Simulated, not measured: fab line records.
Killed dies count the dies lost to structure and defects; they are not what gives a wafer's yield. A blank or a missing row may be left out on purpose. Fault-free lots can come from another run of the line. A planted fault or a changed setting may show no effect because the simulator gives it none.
Matching of chambers || flow n5 finfet || N5_BEOL_M9_PECVD_70 on pecvd-02 has 3 sister chambers
The step deposits SiO2 from TEOS/O2, target thk 20 nm, time 22.7 s. 6 wafers are shown with their chamber, then 7 later ones without.

WAFERS, EACH WITH ITS CHAMBER
{"wafer": "L086.3", "chamber": 1, "showerhead plenum p Torr (Torr)": 8.73, "throttle valve pct (%)": 23.8}
{"wafer": "L092.1", "chamber": 1, "showerhead plenum p Torr (Torr)": 8.73, "throttle valve pct (%)": 23.8}
{"wafer": "L092.2", "chamber": 2, "showerhead plenum p Torr (Torr)": 8.87, "throttle valve pct (%)": 21.1}
{"wafer": "L092.5", "chamber": 0, "showerhead plenum p Torr (Torr)": 8.88, "throttle valve pct (%)": 21.7}
{"wafer": "L093.1", "chamber": 2, "showerhead plenum p Torr (Torr)": 8.85, "throttle valve pct (%)": 21.0}
{"wafer": "L093.2", "chamber": 0, "showerhead plenum p Torr (Torr)": 8.87, "throttle valve pct (%)": 21.5}

WAFERS MISSING THEIR CHAMBER
{"wafer": "L093.5", "showerhead plenum p Torr (Torr)": 8.74, "throttle valve pct (%)": 23.6}
{"wafer": "L095.1", "showerhead plenum p Torr (Torr)": 8.74, "throttle valve pct (%)": 23.8}
{"wafer": "L095.3", "showerhead plenum p Torr (Torr)": 8.86, "throttle valve pct (%)": 21.0}
{"wafer": "L095.6", "showerhead plenum p Torr (Torr)": 8.84, "throttle valve pct (%)": 21.4}
{"wafer": "L097.1", "showerhead plenum p Torr (Torr)": 8.75, "throttle valve pct (%)": 23.8}
{"wafer": "L097.4", "showerhead plenum p Torr (Torr)": 8.87, "throttle valve pct (%)": 21.3}
{"wafer": "L097.6", "showerhead plenum p Torr (Torr)": 8.87, "throttle valve pct (%)": 21.1}

CHAMBER TAKEN BY EACH
{"wafer": "L093.5", "from the rows above": 1, "in truth": 1}
{"wafer": "L095.1", "from the rows above": 1, "in truth": 1}
{"wafer": "L095.3", "from the rows above": 2, "in truth": 2}
{"wafer": "L095.6", "from the rows above": "can't be placed: 2 or 0", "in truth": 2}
{"wafer": "L097.1", "from the rows above": 1, "in truth": 1}
{"wafer": "L097.4", "from the rows above": "can't be placed: 2 or 0", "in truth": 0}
{"wafer": "L097.6", "from the rows above": 2, "in truth": 2}
Correct placement for 5 of the 7. Unplaceable from these rows: 2, with the true chamber sitting among the candidates in 2. Placed wrongly: 0.
How it was worked out, from the rows above alone: a wafer's distance from a chamber is the root of the sum, over the readings, of the square of ((its reading less the chamber's mean) divided by the reading's scatter). If the next closest chamber is less than 2 further off than the closest, the wafer can't be placed; otherwise it belongs to the closest. Each chamber's mean is taken over the wafers shown for it. The scatter: take each reading less its chamber's mean, square it, sum over the shown wafers, divide by the number of wafers less the number of chambers, and take the root.
